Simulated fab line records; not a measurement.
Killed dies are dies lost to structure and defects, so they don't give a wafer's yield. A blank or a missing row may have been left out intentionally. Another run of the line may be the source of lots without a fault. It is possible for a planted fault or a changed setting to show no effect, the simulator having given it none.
fab line records    flow n5_finfet
[record] lots = 5  wafers = 15  last_day = 16
route steps=1938 shown BEOL_M4@1099 BEOL_M5@1112 BEOL_M13@1693 PASSIVATION@1936
lots untouched by any fault: they come from a run of this same line in which no faults occurred
start_h: hours from the record's opening day to when the first of the lot's shown wafers began    wait_h: how many hours have passed since the lot's step before this one    " same as the row above    L1.1+2: a row that stands for several wafers    - either no value or no given start    * or withheld: withheld    < > ~ a bound
route shown NAME@n: names a module that has steps shown in the file, with the first one's number in the route    usual: mean/standard deviation of fault-free wafers    same: alike in all rows    chamber/n: place in a boat    sites: each site's reading    _std_site: the standard deviation of these    _edge_site: outer sites' mean less inner sites'    radius_mm: for every site, how far away it sits from the centre of the wafer    mask NAME#n: copy n    behind: the tool/chamber that last shaped the wafer    hold: what put the lot on hold/how long, in hours/how the hold closed    device: the n, p or np transistor that did not switch    end of line: the same wafers' tests at the end of the route    a step without rows: its recipe alone    killed: count of dies lost to structure and defects at first sort (not the wafer's yield)    map: shows each die of a wafer: x if killed, . if not, _ if none is there
set.NAME: the setting the step ran with; set.NAME@STEP: the setting that earlier step ran with    model.NAME: the simulator's own value behind a step, which no gauge read
lots at some steps of the route; a table a step, a row a wafer
services: from which hour (start_h, from the record's first day; less than 0 if before it) a tool's chamber was out of use, for how many hours, and why
[[steps]]
[step N5_BEOL_M4_ANNEAL_95]
[recipe] temp_c = 400  time_s = 240  ambient = vacuum
[step N5_BEOL_M4_SPUTTER_96]
[recipe] material = Cu  target_thk_a = 45  temp_c = -20  chamber_pressure_pa = 0.07  power_w = withheld  time_s = 8.29
[step N5_BEOL_M4_ECD_50]
[recipe] material = Cu  target_thk_a = 3000
[step N5_BEOL_M4_ANNEAL_51]
[recipe] temp_c = 225  time_s = 90  ambient = N2
[step N5_BEOL_M4_CMP_52]
[recipe] stop_on = SiOC  t_overpolish_s = 6.8  down_force_psi = 1  platen_rpm = 50  clearing_platen_down_force_psi = 1.5  clearing_platen_rpm = 50  post_cmp_clean = cu_alkaline  target_thk_nm = 40  clearing_platen_pad_velocity_m_s = 0.99484  pad_velocity_m_s = 0.99484
[step N5_BEOL_M4_PRE_CLEAN_60]
[recipe] gas = NH3/H2  time_s = 15  temp_c = *  rf_power_w = 300
[step N5_BEOL_M4_CO_CAP_55]
[recipe] material = Co  target_thk_a = 20  temp_c = 200  precursor = CCTBA/H2  pressure_torr = 30  time_s = 102.1
[step N5_BEOL_M4_PRE_CLEAN_56]
[recipe] gas = NH3  time_s = 15  temp_c = withheld  rf_power_w = 300
[step N5_BEOL_M4_DEP_57]
[recipe] material = SiCN  target_thk_a = 80  temp_c = withheld  precursor = 3MS/NH3  pressure_torr = 3  rf_w = 202  time_s = 14
[step N5_BEOL_M4_RC_MEAS_101]
[usual] DIBL_N = 36.6/2.1  DIBL_P = 36.5/2.7  IOFF_N = 0.17/0.043  IOFF_P = 0.22/0.045  ION_N = 674/17  ION_P = 461/9.9  SS_N = 71.7/0.79  SS_P = 73.4/0.79  VT_N = 249/4  VT_P = -250/3.3
lot.wafer  tool       chamber  start_h  wait_h  DIBL_N[mV/V]  DIBL_P[mV/V]  IOFF_N[nA/um]  IOFF_P[nA/um]  ION_N[uA/um]  ION_P[uA/um]  SS_N[mV/dec]  SS_P[mV/dec]  VT_N[mV]  VT_P[mV]
L284.1     prober-02  0        199.94   0.0     39.4          39.3          0.29           0.36           702           479           73.4          74.3          241       -240
L284.5     "          0        "        "       34.6          33.6          0.15           0.23           674           461           70.7          73.1          247       -245
L284.6     "          0        "        "       38.3          38.8          0.25           0.34           720           493           72.0          74.1          242       -239
L296.1     prober-01  0        269.67   0.0     31.0          30.4          0.08           0.12           637           446           70.1          71.2          258       -256
L296.2     "          0        "        "       34.9          35.7          0.13           0.18           663           457           71.5          73.3          251       -252
L296.5     "          0        "        "       37.1          37.9          0.18           0.22           690           466           71.4          73.8          248       -250
L294.2     prober-02  0        270.02   0.2     35.3          35.3          0.13           0.20           658           458           72.1          73.5          253       -251
L294.4     "          0        "        "       31.7          32.5          0.10           0.16           659           458           70.4          72.1          259       -252
L294.6     "          0        "        "       33.7          34.8          0.12           0.19           655           465           71.2          73.1          254       -251
L297.2     prober-02  0        274.16   0.2     34.9          36.4          0.14           0.20           674           472           70.8          73.4          251       -248
L297.3     "          0        "        "       38.0          39.6          0.18           0.24           679           462           72.4          74.1          248       -249
L297.5     "          0        "        "       39.4          41.1          0.20           0.27           668           459           72.8          74.0          248       -247
L301.1     prober-02  0        284.22   0.0     33.9          34.9          0.14           0.17           679           459           71.1          72.9          251       -251
L301.3     "          0        "        "       37.1          37.3          0.19           0.22           678           462           72.2          73.9          247       -250
L301.4     "          0        "        "       37.5          36.5          0.20           0.20           663           450           72.2          73.0          245       -251
[step N5_BEOL_M5_ILD_DEP_00]
[recipe] material = SiCOH_lowk  target_thk_a = 1406.4  temp_c = 300  precursor = DEMS/porogen  pressure_torr = 5  rf_w = 500  time_s = 25.9
[step N5_BEOL_M5_CURE_79]
[recipe] temp_c = 385  time_s = 240  ambient = He/Ar  material = SiCOH_lowk
[step N5_BEOL_M5_PECVD_70]
[recipe] material = SiO2  target_thk_a = 160  temp_c = 400  precursor = TEOS/O2  pressure_torr = 5.5  rf_w = 450  teos_flow_sccm = 53.8  gas = O2  flow_sccm = 3000  time_s = 18
[step N5_BEOL_M5_HM_DEP_02]
[recipe] material = TiN  target_thk_a = 200  temp_c = 25  chamber_pressure_pa = 0.49996
[step N5_BEOL_M5_COAT_59]
[recipe] resist = SOC  temp_c = 250  time_s = 60  spin_rpm = 1500  resist_thk_nm = 60
[step N5_BEOL_M5_COAT_60]
[recipe] resist = SiARC  temp_c = 220  time_s = 60  spin_rpm = 1500  resist_thk_nm = 12
[step N5_BEOL_M5_COAT_71]
[recipe] resist = underlayer  temp_c = 205  time_s = 60  spin_rpm = 1500  resist_thk_nm = 5
[step N5_BEOL_M5_COAT_05]
[recipe] resist = CAR-EUV  spin_rpm = 1500  resist_thk_nm = 30
[step N5_BEOL_M5_EBR_07]
[recipe] solvent = PGMEA  ebr_width_mm = 1.5
[step N5_BEOL_M5_SOFTBAKE_06]
[recipe] temp_c = 110  time_s = 60  resist = CAR-EUV
[step N5_BEOL_M5_EXPOSE_08]
[recipe] mask_id = M5  na = 0.33  source_shape = annular  sigma_inner = 0.4  sigma_outer = 0.8  polarization = unpolarized  target_cd_nm = 28  dose_mj = 35.75
[step N5_BEOL_M5_PEB_09]
[recipe] peb_temp_c = 100  peb_time_s = 60  resist = CAR-EUV
[step N5_BEOL_M5_DEVELOP_10]
[recipe] develop_time_s = 30  developer = TMAH  resist = CAR-EUV  rinse_liquid = surfactant_rinse  dry = air_spin  dev_temp_c = 23
[step N5_BEOL_M5_DESCUM_16]
[recipe] chemistry = O2  time_s = 7  source_power_w = 50  bias_power_w = 20  pressure_mtorr = 20  rf_frequency_hz = 2.712e+07  temp_c = 40  resist = CAR-EUV  o2_flow_sccm = 225
[step N5_BEOL_M5_ETCH_72]
[recipe] chemistry = N2/H2  target = underlayer  target_depth_a = 65  mask_material = CAR-EUV  time_s = 5.2  ion_energy_ev = 200  pressure_mtorr = 30  source_w = 840  bias_w = 150  n2_flow_sccm = 200  h2_flow_sccm = 200  ends = cleared
[step N5_BEOL_M5_ETCH_61]
[recipe] chemistry = CF4  target = SiARC  target_depth_a = 156  mask_material = CAR-EUV  time_s = 26  ion_energy_ev = 80  pressure_mtorr = 40  source_w = 545  bias_w = 36  Ar_flow_sccm = 100  cf4_flow_sccm = 100  ends = cleared
[step N5_BEOL_M5_ETCH_62]
[recipe] chemistry = N2/H2  target = SOC  target_depth_a = 750  overetch_a = 150  mask_material = SiARC  temp_c = 40  time_s = 112.5  ion_energy_ev = 200  pressure_mtorr = 30  source_w = 840  bias_w = 150  n2_flow_sccm = 200  h2_flow_sccm = 200
[step N5_BEOL_M5_STRIP_63]
[recipe] chemistry = N2/H2  temp_c = 40  n2_flow_sccm = 200  h2_flow_sccm = 200  rf_frequency_hz = 6e+07
[step N5_BEOL_M5_STRIP_73]
[recipe] chemistry = N2/H2  temp_c = 40  n2_flow_sccm = 200  h2_flow_sccm = 200  rf_frequency_hz = 6e+07
[step N5_BEOL_M5_STRIP_64]
[recipe] chemistry = CF4  resist = SiARC  power_w = 300  bias_power_w = 75  pressure_mtorr = 50  cf4_flow_sccm = 150  rf_frequency_hz = 6e+07
[step N5_BEOL_M5_HM_OPEN_17]
[recipe] chemistry = Cl2/BCl3  target_depth_a = 200  overetch_a = 60  target = TiN  mask_material = SOC  ion_energy_ev = 150  pressure_mtorr = 10  icp_w = 1000  bias_w = 126  Cl2_flow_sccm = 53.25  bcl3_flow_sccm = 21.75  Ar_flow_sccm = 25
[step N5_BEOL_M5_STRIP_19]
[recipe] chemistry = O2  power_w = 400  temp_c = 40  pressure_mtorr = 30  rf_frequency_hz = 6e+07  bias_power_w = 0  overash_fraction = 0.2  o2_flow_sccm = 225
[step N5_BEOL_M5_COAT_65]
[recipe] resist = SOC  temp_c = 250  time_s = 60  spin_rpm = 1500  resist_thk_nm = 60
[step N5_BEOL_M5_COAT_66]
[recipe] resist = SiARC  temp_c = 220  time_s = 60  spin_rpm = 1500  resist_thk_nm = 12
[step N5_BEOL_M13_ETCH_67]
[recipe] chemistry = CF4  target = SiARC  target_depth_a = 1430  time_s = 238.3  ion_energy_ev = 80  pressure_mtorr = 40  source_w = 545  bias_w = 36  Ar_flow_sccm = 100  cf4_flow_sccm = 100  ends = cleared
[usual] bias_w = 36.00/0.1  cf4_flow_sccm = 100.0/0.31  drypump_motor_current_A = 5.6/0.45  etch_rf_on_time_s = 241/6.9  mfc_ar_sccm = 100.0/0.31  oes_product_au = 0.69/0.082  rf_vpp_V = 184.4/1.1  showerhead_plenum_p_Torr = 2.18/0.069  throttle_valve_pct = 15.56/0.28
lot.wafer  tool         chamber  start_h  wait_h  bias_w  cf4_flow_sccm  drypump_motor_current_A  etch_rf_on_time_s  mfc_ar_sccm  oes_product_au  rf_hours_counter_h  rf_vpp_V  showerhead_plenum_p_Torr  throttle_valve_pct  model.coat_of_BEOL_M13_COAT_22.thk_nm
L284.1     rie_diel-02  0        271.67   0.0     35.99   100.0          6.0                      248                99.9         0.60            217                 182.0     2.13                      15.83               211
L284.5     "            1        "        "       35.98   100.3          5.8                      243                99.9         0.60            -                   184.9     2.21                      15.91               210.6
L284.6     "            3        "        "       36.11   99.7           5.4                      238                100.1        0.72            -                   185.8     2.25                      15.41               210.8
L296.1     rie_diel-04  2        340.66   0.0     -       -              -                        -                  -            -               -                   -         -                         -                   283.8
L296.2     "            0        "        "       -       -              -                        -                  -            -               -                   -         -                         -                   285.2
L296.5     "            0        "        "       -       -              -                        -                  -            -               -                   -         -                         -                   284.4
L294.2     rie_diel-04  0        342.82   0.0     -       -              -                        -                  -            -               -                   -         -                         -                   282.2
L294.4     "            3        "        "       -       -              -                        -                  -            -               -                   -         -                         -                   282
L294.6     "            1        "        "       -       -              -                        -                  -            -               -                   -         -                         -                   282
L297.2     rie_diel-02  3        346.99   0.0     -       -              -                        -                  -            -               -                   -         -                         -                   282.2
L297.3     "            0        "        "       -       -              -                        -                  -            -               -                   -         -                         -                   282.2
L297.5     "            1        "        "       -       -              -                        -                  -            -               -                   -         -                         -                   283
L301.1     rie_diel-04  2        356.13   0.0     35.94   100.0          4.9                      234                99.8         0.65            142                 182.8     2.14                      15.62               210.2
L301.3     "            3        "        "       36.03   100.1          5.0                      248                99.7         0.69            83                  183.1     2.16                      15.19               212
L301.4     "            0        "        "       35.91   100.0          5.3                      242                100.0        0.72            61                  184.9     2.25                      15.13               210.8
[step N5_BEOL_M13_OCD_MEAS_35]
[usual] trench_depth_nm = 410/8.6
lot.wafer  tool    chamber  start_h  wait_h  trench_depth_nm
L284.1     ocd-01  -        272.21   0.0     399
L284.5     "       -        "        "       391
L284.6     "       -        "        "       412
L296.1     ocd-01  -        341.20   0.0     -
L296.2     "       -        "        "       -
L296.5     "       -        "        "       -
L294.2     ocd-01  -        343.37   0.0     -
L294.4     "       -        "        "       -
L294.6     "       -        "        "       -
L297.2     ocd-01  -        347.53   0.0     -
L297.3     "       -        "        "       -
L297.5     "       -        "        "       -
L301.1     ocd-02  -        356.67   0.0     420
L301.3     "       -        "        "       427
L301.4     "       -        "        "       411
[step N5_PASSIVATION_PROBE_49]
[usual] defect_limited_yield = 91.5/1.7  killed_at_M0_to_M3 = 33/11  killed_at_M4_up = 13/5.2  killed_at_contacts = 11/5.7  killed_at_front_end = 39/11  killed_at_other = 4/3  killed_dies = 101/20  killed_on_rim = 13/4.1  killed_open = 66/15  killed_short = 33/8.4  sort_bin_5_function = 5.0/1.1  sort_bin_6_memory = 3.2/0.69  sort_n_pass = 1078/20  sort_yield_pct = 91.4/1.7
[same] gross_dies = 1180  killed_at_back_side = 0  sort_bin_4_leakage[%] = 0  sort_bin_8_speed[%] = 0
lot.wafer  tool       chamber  start_h  wait_h  defect_limited_yield[%]  killed_at_M0_to_M3  killed_at_M4_up  killed_at_contacts  killed_at_front_end  killed_at_other  killed_dies  killed_on_rim  killed_open  killed_short  sort_bin_5_function[%]  sort_bin_6_memory[%]  sort_n_pass  sort_yield_pct[%]
L294.2     prober-02  -        371.51   0.1     0                        38                  1086             5                   51                   0                1180         152            62           36            96.7                    2.9                   0            0
L294.4     prober-02  -        371.61   0.2     0                        41                  1109             7                   21                   2                1180         152            58           24            96.9                    2.7                   0            0
L294.6     prober-02  -        371.71   0.3     0                        56                  1083             7                   33                   1                1180         152            72           31            96.5                    3.1                   0            0
L296.1     prober-01  -        372.54   0.0     0                        27                  1109             12                  29                   3                1180         152            53           25            97.1                    2.6                   0            0
L296.2     prober-01  -        372.59   0.1     0                        54                  1091             2                   32                   1                1180         152            60           39            96.1                    3.8                   0            0
L296.5     prober-01  -        372.74   0.2     0                        68                  1044             11                  49                   8                1180         152            98           56            94.3                    4.9                   0            0
L297.2     prober-02  -        385.98   0.1     0                        13                  1106             14                  41                   6                1180         152            53           37            96.9                    2.7                   0            0
L297.3     prober-02  -        386.03   0.1     0                        26                  1100             8                   39                   7                1180         152            55           39            97.3                    2.6                   0            0
L297.5     prober-02  -        386.13   0.2     0                        27                  1090             16                  39                   8                1180         152            77           25            96.4                    3.2                   0            0
// killed by level:class
L294.2 BEOL_M13:area_etch=1082 FIN_SAQP:geometric_particle:short=13 BEOL_M2:geometric_particle:open=13 BEOL_M3:geometric_particle:open=9 STI_FIN_REVEAL:geometric_particle:open=8 FIN_SAQP:geometric_particle:open=7 DUMMY_GATE:geometric_particle:open=5 MOL_CONTACT_COAG:geometric_particle:open=5
L294.4 BEOL_M13:area_etch=1097 BEOL_M3:geometric_particle:open=13 GATE_CUT:geometric_particle:short=7 MOL_CONTACT_COAG:geometric_particle:open=7 BEOL_M1:geometric_particle:open=7 STI_FIN_REVEAL:geometric_particle:open=6 BEOL_M0_SAQP:geometric_particle:short=6 BEOL_M4:geometric_particle:open=6
L294.6 BEOL_M13:area_etch=1076 STI_FIN_REVEAL:geometric_particle:open=15 BEOL_M2:geometric_particle:open=15 BEOL_M3:geometric_particle:open=14 BEOL_M0_SAQP:geometric_particle:open=10 BEOL_M0_SAQP:geometric_particle:short=6 MOL_CONTACT_COAG:geometric_particle:open=4 STI_FIN_REVEAL:geometric_particle:short=3
L296.1 BEOL_M13:area_etch=1102 MOL_CONTACT_COAG:geometric_particle:open=10 BEOL_M0_SAQP:geometric_particle:open=7 FIN_SAQP:geometric_particle:open=6 BEOL_M0_SAQP:geometric_particle:short=6 BEOL_M4:geometric_particle:open=6 STI_FIN_REVEAL:geometric_particle:open=4 BEOL_M3:geometric_particle:open=4
L296.2 BEOL_M13:area_etch=1081 BEOL_M0_SAQP:geometric_particle:short=21 BEOL_M0_SAQP:geometric_particle:open=14 BEOL_M3:geometric_particle:open=9 BEOL_M2:geometric_particle:open=7 BEOL_M4:geometric_particle:open=7 FIN_SAQP:geometric_particle:short=6 FIN_SAQP:geometric_particle:open=6
L296.5 BEOL_M13:area_etch=1026 BEOL_M0_SAQP:geometric_particle:short=28 BEOL_M0_SAQP:geometric_particle:open=27 BEOL_M4:geometric_particle:open=14 MOL_CONTACT_COAG:geometric_particle:open=10 FIN_SAQP:geometric_particle:open=9 FIN_SAQP:geometric_particle:short=9 STI_FIN_REVEAL:geometric_particle:open=7
L297.2 BEOL_M13:area_etch=1090 FIN_SAQP:geometric_particle:short=12 STI_FIN_REVEAL:geometric_particle:open=12 MOL_CONTACT_COAG:geometric_particle:open=10 FIN_SAQP:geometric_particle:open=5 BEOL_M5:geometric_particle:open=5 BEOL_M4:geometric_particle:short=4 GATE_CUT:geometric_particle:short=4
L297.3 BEOL_M13:area_etch=1085 FIN_SAQP:geometric_particle:short=15 FIN_SAQP:geometric_particle:open=9 BEOL_M0_SAQP:geometric_particle:short=9 BEOL_M0_SAQP:geometric_particle:open=6 MOL_CONTACT_COAG:geometric_particle:open=5 BEOL_M5:geometric_particle:open=5 BEOL_M3:geometric_particle:open=4
L297.5 BEOL_M13:area_etch=1078 MOL_CONTACT_COAG:geometric_particle:open=16 FIN_SAQP:geometric_particle:open=9 STI_FIN_REVEAL:geometric_particle:open=7 BEOL_M3:geometric_particle:open=6 BEOL_M4:geometric_particle:open=6 FIN_SAQP:geometric_particle:short=5 BEOL_M0_SAQP:geometric_particle:open=5
// map L294.2 (x killed, . not)
_________________xxxxxxxxxxxx________________
______________xxxxxxxxxxxxxxxxxx_____________
___________xxxxxxxxxxxxxxxxxxxxxxxx__________
__________xxxxxxxxxxxxxxxxxxxxxxxxxx_________
________xxxxxxxxxxxxxxxxxxxxxxxxxxxxxx_______
_______xxxxxxxxxxxxxxxxxxxxxxxxxxxxxxxx______
______xxxxxxxxxxxxxxxxxxxxxxxxxxxxxxxxxx_____
_____xxxxxxxxxxxxxxxxxxxxxxxxxxxxxxxxxxxx____
____xxxxxxxxxxxxxxxxxxxxxxxxxxxxxxxxxxxxxx___
___xxxxxxxxxxxxxxxxxxxxxxxxxxxxxxxxxxxxxxxx__
___xxxxxxxxxxxxxxxxxxxxxxxxxxxxxxxxxxxxxxxx__
__xxxxxxxxxxxxxxxxxxxxxxxxxxxxxxxxxxxxxxxxxx_
__xxxxxxxxxxxxxxxxxxxxxxxxxxxxxxxxxxxxxxxxxx_
_xxxxxxxxxxxxxxxxxxxxxxxxxxxxxxxxxxxxxxxxxxxx
_xxxxxxxxxxxxxxxxxxxxxxxxxxxxxxxxxxxxxxxxxxxx
_xxxxxxxxxxxxxxxxxxxxxxxxxxxxxxxxxxxxxxxxxxxx
_xxxxxxxxxxxxxxxxxxxxxxxxxxxxxxxxxxxxxxxxxxxx
_xxxxxxxxxxxxxxxxxxxxxxxxxxxxxxxxxxxxxxxxxxxx
_xxxxxxxxxxxxxxxxxxxxxxxxxxxxxxxxxxxxxxxxxxxx
_xxxxxxxxxxxxxxxxxxxxxxxxxxxxxxxxxxxxxxxxxxxx
_xxxxxxxxxxxxxxxxxxxxxxxxxxxxxxxxxxxxxxxxxxxx
__xxxxxxxxxxxxxxxxxxxxxxxxxxxxxxxxxxxxxxxxxx_
__xxxxxxxxxxxxxxxxxxxxxxxxxxxxxxxxxxxxxxxxxx_
___xxxxxxxxxxxxxxxxxxxxxxxxxxxxxxxxxxxxxxxx__
___xxxxxxxxxxxxxxxxxxxxxxxxxxxxxxxxxxxxxxxx__
____xxxxxxxxxxxxxxxxxxxxxxxxxxxxxxxxxxxxxx___
_____xxxxxxxxxxxxxxxxxxxxxxxxxxxxxxxxxxxx____
______xxxxxxxxxxxxxxxxxxxxxxxxxxxxxxxxxx_____
_______xxxxxxxxxxxxxxxxxxxxxxxxxxxxxxxx______
________xxxxxxxxxxxxxxxxxxxxxxxxxxxxxx_______
__________xxxxxxxxxxxxxxxxxxxxxxxxxx_________
___________xxxxxxxxxxxxxxxxxxxxxxxx__________
______________xxxxxxxxxxxxxxxxxx_____________
_________________xxxxxxxxxxxx________________
// map L296.1 (x killed, . not)
_________________xxxxxxxxxxxx________________
______________xxxxxxxxxxxxxxxxxx_____________
___________xxxxxxxxxxxxxxxxxxxxxxxx__________
__________xxxxxxxxxxxxxxxxxxxxxxxxxx_________
________xxxxxxxxxxxxxxxxxxxxxxxxxxxxxx_______
_______xxxxxxxxxxxxxxxxxxxxxxxxxxxxxxxx______
______xxxxxxxxxxxxxxxxxxxxxxxxxxxxxxxxxx_____
_____xxxxxxxxxxxxxxxxxxxxxxxxxxxxxxxxxxxx____
____xxxxxxxxxxxxxxxxxxxxxxxxxxxxxxxxxxxxxx___
___xxxxxxxxxxxxxxxxxxxxxxxxxxxxxxxxxxxxxxxx__
___xxxxxxxxxxxxxxxxxxxxxxxxxxxxxxxxxxxxxxxx__
__xxxxxxxxxxxxxxxxxxxxxxxxxxxxxxxxxxxxxxxxxx_
__xxxxxxxxxxxxxxxxxxxxxxxxxxxxxxxxxxxxxxxxxx_
_xxxxxxxxxxxxxxxxxxxxxxxxxxxxxxxxxxxxxxxxxxxx
_xxxxxxxxxxxxxxxxxxxxxxxxxxxxxxxxxxxxxxxxxxxx
_xxxxxxxxxxxxxxxxxxxxxxxxxxxxxxxxxxxxxxxxxxxx
_xxxxxxxxxxxxxxxxxxxxxxxxxxxxxxxxxxxxxxxxxxxx
_xxxxxxxxxxxxxxxxxxxxxxxxxxxxxxxxxxxxxxxxxxxx
_xxxxxxxxxxxxxxxxxxxxxxxxxxxxxxxxxxxxxxxxxxxx
_xxxxxxxxxxxxxxxxxxxxxxxxxxxxxxxxxxxxxxxxxxxx
_xxxxxxxxxxxxxxxxxxxxxxxxxxxxxxxxxxxxxxxxxxxx
__xxxxxxxxxxxxxxxxxxxxxxxxxxxxxxxxxxxxxxxxxx_
__xxxxxxxxxxxxxxxxxxxxxxxxxxxxxxxxxxxxxxxxxx_
___xxxxxxxxxxxxxxxxxxxxxxxxxxxxxxxxxxxxxxxx__
___xxxxxxxxxxxxxxxxxxxxxxxxxxxxxxxxxxxxxxxx__
____xxxxxxxxxxxxxxxxxxxxxxxxxxxxxxxxxxxxxx___
_____xxxxxxxxxxxxxxxxxxxxxxxxxxxxxxxxxxxx____
______xxxxxxxxxxxxxxxxxxxxxxxxxxxxxxxxxx_____
_______xxxxxxxxxxxxxxxxxxxxxxxxxxxxxxxx______
________xxxxxxxxxxxxxxxxxxxxxxxxxxxxxx_______
__________xxxxxxxxxxxxxxxxxxxxxxxxxx_________
___________xxxxxxxxxxxxxxxxxxxxxxxx__________
______________xxxxxxxxxxxxxxxxxx_____________
_________________xxxxxxxxxxxx________________
[[services]]
tool         chamber  start_h  hours  kind
rie_diel-04  1        253.38   -      clean
rie_diel-04  1        253.38   -      consumable_replace:focus_ring
rie_diel-04  1        253.38   -      consumable_replace:showerhead
rie_diel-04  1        253.38   17.5   scheduled_down
rie_diel-04  1        253.38   17.5   vent_cycle
rie_diel-02  2        266.68   5.1    repair
rie_diel-04  0        324.21   1.2    repair
rie_diel-02  -        330.92   3.4    repair
[[key]]
[first_sign] step = N5_BEOL_M13_ETCH_67  reading = tool_record  direction = missing
[effect] step = N5_BEOL_M13_OCD_MEAS_35  reading = trench_depth_nm  direction = missing
[effect] step = N5_PASSIVATION_PROBE_49  reading = killed_at_M4_up  direction = up  sigmas = 99+  usual = 13  struck = 1091
[model_effect] step = N5_BEOL_M13_ETCH_67  value = coat_of_BEOL_M13_COAT_22.thk_nm  without = 211.4  struck = 283
[more_kills_born_at] N5_BEOL_M13_ETCH_67@rie_diel-04 = 6464  N5_BEOL_M13_ETCH_67@rie_diel-02 = 3253
met_at N5_BEOL_M13_ETCH_67
struck_wafers L294.2,L294.4,L294.6,L296.1,L296.2,L296.5,L297.2,L297.3,L297.5
later_rows_left_out L294.2,L294.4,L294.6,L296.1,L296.2,L296.5,L297.2,L297.3,L297.5
onset_between 271.67 340.66
[fault] kind = skipped_step_whole  tool = rie_diel-02,rie_diel-04  chamber = -  onset_h = 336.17  steps = N5_BEOL_M13_ETCH_67  scope = struck_lots_only
// later_rows_left_out: the simulator's readings of these wafers behind a module that went badly wrong aren't trusted and aren't shown, but for the sort
